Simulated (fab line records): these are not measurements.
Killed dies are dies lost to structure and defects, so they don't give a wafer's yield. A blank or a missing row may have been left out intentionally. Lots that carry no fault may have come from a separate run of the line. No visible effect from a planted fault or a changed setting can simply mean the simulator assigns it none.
fab line records ; flow nand_harc
[record] lots = 7; wafers = 21; last_day = 33
route steps=1302 shown P_GATE@162
lots untouched by any fault: they come from a run of this same line in which no faults occurred
start_h: hours from the record's opening day to when the first of the lot's shown wafers began ; wait_h: time in hours since the lot's previous step ; " repeats the value in the row above ; L1.1+2: several wafers, shown together as one row ; - no value, or no start was given ; * or withheld: withheld ; < > ~ a bound
route shown NAME@n: NAME is a module with steps in the file, n the number in the route of the first one ; usual: mean/standard deviation taken from wafers without a fault ; same: alike in all rows ; chamber/n: place in a boat ; sites: readings site by site ; _std_site: the values' standard deviation ; _edge_site: the outer-site mean with the inner-site mean subtracted ; radius_mm: for every site, how far away it sits from the centre of the wafer ; mask NAME#n: copy n ; behind: the most recent tool/chamber to have shaped the wafer ; hold: cause of the lot's hold/its duration in hours/its outcome ; device: the n, p or np transistor that did not switch ; end of line: the route-end tests of the same wafers ; a step without rows: its recipe alone ; killed: dies that structure and defects cost at the first sort, which is not the same as the wafer's yield ; map: the dies of a wafer, with x for killed, . for not killed, _ for no die there
set.NAME: the setting as run; set.NAME@STEP: as run at that earlier step ; model.NAME: the simulator's own value behind a step, which no gauge read
lots at selected steps of the route; one table per step, one row per wafer
services: from which hour (start_h, from the record's first day; less than 0 if before it) a tool's chamber was out of use, for how many hours, and why
[[steps]]
[step NHARC_P_GATE_DEHYDRATE_38]
[recipe] temp_c = 150; time_s = 120
[step NHARC_P_GATE_HMDS_39]
[recipe] time_s = 30
[step NHARC_P_GATE_COAT_40]
[recipe] spin_rpm = 3000
[step NHARC_P_GATE_SOFTBAKE_41]
[recipe] temp_c = 122; time_s = 95
[step NHARC_P_GATE_EBR_42]
[step NHARC_P_GATE_EXPOSE_43]
[recipe] na = 0.6; target_cd_nm = 720; dose_mj = 14.81; mask_id = P_NSD
[step NHARC_P_GATE_PEB_44]
[recipe] peb_temp_c = 118; peb_time_s = 85
[step NHARC_P_GATE_DEVELOP_45]
[recipe] time_s = 70
[step NHARC_P_GATE_CD_MEAS_46]
[recipe] target_cd_nm = 720; landing_energy_ev = 500
[usual] cd_nm = 719.4/1.7
lot.wafer;tool;chamber;start_h;wait_h;cd_nm
L380.2;cd_sem-02;0;144.41;-;716.9
L380.4;cd_sem-02;0;144.41;-;718.4
L380.6;cd_sem-02;0;144.41;-;719.2
L382.1;cd_sem-02;0;163.23;-;717.1
L382.5;cd_sem-02;0;163.23;-;720.3
L382.6;cd_sem-02;0;163.23;-;718.2
L388.2;cd_sem-03;0;224.29;-;723.3
L388.4;cd_sem-03;0;224.29;-;722.7
L388.5;cd_sem-03;0;224.29;-;720.3
L389.1;cd_sem-03;0;228.60;-;718.7
L389.3;cd_sem-03;0;228.60;-;722.8
L389.6;cd_sem-03;0;228.60;-;717.2
L391.2;cd_sem-02;0;254.62;-;718.9
L391.3;cd_sem-02;0;254.62;-;717.7
L391.4;cd_sem-02;0;254.62;-;719.7
L398.2;cd_sem-03;0;326.11;-;720.9
L398.4;cd_sem-03;0;326.11;-;719.4
L398.5;cd_sem-03;0;326.11;-;719.9
L399.2;cd_sem-03;0;328.21;-;717.6
L399.3;cd_sem-03;0;328.21;-;715.3
L399.5;cd_sem-03;0;328.21;-;716.0
[step NHARC_P_GATE_HARDBAKE_47]
[recipe] temp_c = 125; time_s = 80
[step NHARC_P_GATE_DESCUM_48]
[recipe] time_s = 3; o2_flow_sccm = 200; ar_flow_sccm = 0; bias_power_w = 0; chemistry = O2
[usual] drypump_motor_current_A = 5.4/0.43; oes_product_au = 1.001/0.011; rf_vpp_V = 57.8/0.93; showerhead_plenum_p_Torr = 1.92/0.095; throttle_valve_pct = 11.311/0.0094
lot.wafer;tool;chamber;start_h;wait_h;drypump_motor_current_A;oes_product_au;rf_hours_counter_h;rf_vpp_V;showerhead_plenum_p_Torr;throttle_valve_pct
L380.4;rie_diel-07;0;144.58;-;4.9;1.015;2.1;59.0;1.93;11.322
L380.2;rie_diel-07;2;144.58;-;4.9;1.001;1.2;57.5;1.84;11.323
L380.6;rie_diel-07;0;144.58;-;4.9;0.998;-;57.1;1.93;11.305
L382.1;rie_diel-02;3;163.42;-;5.9;0.998;6.3;57.5;1.80;11.317
L382.6;rie_diel-02;1;163.42;-;5.5;0.995;-;57.7;1.83;11.321
L382.5;rie_diel-02;2;163.42;-;6.1;0.963;-;57.1;1.96;11.297
L388.2;rie_diel-07;0;224.47;-;4.9;0.995;7.1;58.6;1.93;11.320
L388.4;rie_diel-07;1;224.47;-;5.2;1.006;6.5;59.1;2.06;11.293
L388.5;rie_diel-07;2;224.47;-;4.9;1.007;-;56.4;1.84;11.307
L389.3;rie_diel-07;2;228.76;-;4.8;0.988;5.4;57.0;1.84;11.311
L389.1;rie_diel-07;1;228.76;-;5.2;0.998;6.5;58.4;2.06;11.317
L389.6;rie_diel-07;3;228.76;-;5.7;0.990;-;58.8;2.02;11.322
L391.2;rie_diel-02;1;254.79;-;5.5;1.005;2.6;56.4;1.83;11.313
L391.4;rie_diel-02;2;254.79;-;6.2;0.992;2.0;57.3;1.96;11.323
L391.3;rie_diel-02;3;254.79;-;5.8;1.022;2.2;56.3;1.80;11.329
L398.2;rie_diel-07;0;326.30;-;4.9;0.994;1.4;56.8;1.93;11.299
L398.4;rie_diel-07;1;326.30;-;5.2;1.017;-;59.1;2.06;11.321
L398.5;rie_diel-07;0;326.30;-;4.9;0.998;-;58.1;1.93;11.307
L399.2;rie_diel-03;0;328.38;-;5.7;0.988;1.8;56.8;1.84;11.324
L399.3;rie_diel-03;1;328.38;-;5.8;1.008;2.1;58.2;2.05;11.320
L399.5;rie_diel-03;3;328.38;-;6.2;1.021;-;58.3;2.05;11.307
[step NHARC_P_GATE_IMPLANT_49]
[recipe] energy_kev = 30; dose_cm2 = 3e+15; tilt_deg = 7
[step NHARC_P_GATE_STRIP_111]
[recipe] power_w = 1500; temp_c = 110; time_s = 250; chemistry = N2/H2
[usual] drypump_motor_current_A = 6.1/0.59; heater_power_w = 94/7.5
lot.wafer;tool;chamber;start_h;wait_h;drypump_motor_current_A;heater_power_w;rf_hours_counter_h
L380.2;plasma_asher-02;1;144.99;0.2;6.3;84;11
L380.4;plasma_asher-02;0;144.99;0.2;5.1;92;-
L380.6;plasma_asher-02;1;144.99;0.2;6.3;84;-
L382.1;plasma_asher-01;1;163.81;0.2;6.4;105;33
L382.5;plasma_asher-01;0;163.81;0.2;6.7;99;-
L382.6;plasma_asher-01;1;163.81;0.2;6.4;103;-
L388.2;plasma_asher-02;1;224.87;0.2;-;-;-
L388.4;plasma_asher-02;0;224.87;0.2;-;-;-
L388.5;plasma_asher-02;0;224.87;0.2;-;-;-
L389.1;plasma_asher-01;0;229.23;0.3;-;-;-
L389.3;plasma_asher-01;1;229.23;0.3;-;-;-
L389.6;plasma_asher-01;1;229.23;0.3;-;-;-
L391.2;plasma_asher-01;1;255.19;0.2;-;-;-
L391.3;plasma_asher-01;0;255.19;0.2;-;-;-
L391.4;plasma_asher-01;1;255.19;0.2;-;-;-
L398.2;plasma_asher-02;0;326.66;0.2;5.1;95;13
L398.4;plasma_asher-02;1;326.66;0.2;6.3;84;-
L398.5;plasma_asher-02;0;326.66;0.2;5.1;93;-
L399.2;plasma_asher-01;1;328.83;0.2;6.4;103;34
L399.3;plasma_asher-01;1;328.83;0.2;6.4;104;-
L399.5;plasma_asher-01;1;328.83;0.2;6.4;104;-
[step NHARC_P_GATE_STRIP_75]
[recipe] power_w = 1500; temp_c = 250; chemistry = O2
[usual] drypump_motor_current_A = 6.1/0.58; heater_power_w = 354/30
lot.wafer;tool;chamber;start_h;wait_h;drypump_motor_current_A;heater_power_w;rf_hours_counter_h
L380.2;plasma_asher-02;1;145.25;0.2;6.3;315;11
L380.4;plasma_asher-02;0;145.25;0.2;5.1;352;-
L380.6;plasma_asher-02;1;145.25;0.2;6.3;315;-
L382.1;plasma_asher-01;1;164.08;0.2;6.5;386;34
L382.5;plasma_asher-01;0;164.08;0.2;6.6;375;-
L382.6;plasma_asher-01;1;164.08;0.2;6.4;393;-
L388.2;plasma_asher-02;1;225.13;0.2;6.3;311;28
L388.4;plasma_asher-02;0;225.13;0.2;5.1;351;-
L388.5;plasma_asher-02;0;225.13;0.2;5.1;340;-
L389.1;plasma_asher-01;0;229.53;0.3;6.7;359;13
L389.3;plasma_asher-01;1;229.53;0.3;6.4;395;-
L389.6;plasma_asher-01;1;229.53;0.3;6.4;382;-
L391.2;plasma_asher-01;1;255.46;0.2;6.4;394;19
L391.3;plasma_asher-01;0;255.46;0.2;6.6;364;-
L391.4;plasma_asher-01;1;255.46;0.2;6.4;383;-
L398.2;plasma_asher-02;0;326.96;0.3;5.1;351;13
L398.4;plasma_asher-02;1;326.96;0.3;6.3;315;-
L398.5;plasma_asher-02;0;326.96;0.3;5.1;344;-
L399.2;plasma_asher-01;1;329.13;0.3;6.4;395;34
L399.3;plasma_asher-01;1;329.13;0.3;6.4;381;-
L399.5;plasma_asher-01;1;329.13;0.3;6.4;401;-
[[services]]
tool;chamber;start_h;hours;kind
rie_diel-07;0;126.20;-;clean
plasma_asher-01;-;165.03;9.0;pm
plasma_asher-01;0;165.03;9.0;vent_cycle
plasma_asher-01;1;165.03;9.0;vent_cycle
plasma_asher-02;-;173.99;0.4;repair
plasma_asher-01;0;174.03;-;clean
plasma_asher-01;1;174.03;-;clean
rie_diel-07;3;175.94;13.5;repair
rie_diel-07;-;187.88;0.4;repair
rie_diel-03;-;194.08;0.6;repair
rie_diel-02;-;216.70;9.0;pm
plasma_asher-02;-;231.04;4.6;repair
plasma_asher-02;-;249.00;9.0;pm
plasma_asher-02;0;249.00;9.0;vent_cycle
plasma_asher-02;1;249.00;9.0;vent_cycle
rie_diel-03;-;254.16;1.2;repair
plasma_asher-02;0;258.00;-;clean
plasma_asher-02;1;258.00;-;clean
plasma_asher-02;-;260.61;2.0;repair
rie_diel-03;-;269.62;1.0;repair
rie_diel-03;-;281.30;9.0;pm
rie_diel-07;-;294.20;9.0;pm
rie_diel-07;1;304.94;4.0;repair
rie_diel-07;3;308.73;40.5;repair
[[key]]
[first_sign] step = NHARC_P_GATE_STRIP_111; reading = tool_record; direction = missing
effect none on later readings
met_at NHARC_P_GATE_STRIP_111
struck_wafers L388.2,L388.4,L388.5,L389.1,L389.3,L389.6,L391.2,L391.3,L391.4
tester_left_out L388,L389,L391
onset_between 163.81 224.87
[fault] kind = skipped_step_whole; tool = plasma_asher-01,plasma_asher-02; chamber = -; onset_h = 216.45; steps = NHARC_P_GATE_STRIP_111; scope = struck_lots_only
// tester_left_out: of these lots the tester's yield and bins aren't shown, on N5 and GAA mostly nor the transistor test; their killed dies are dies lost to structure and defects alone, not to doping, threshold or leakage, so they don't give the yield
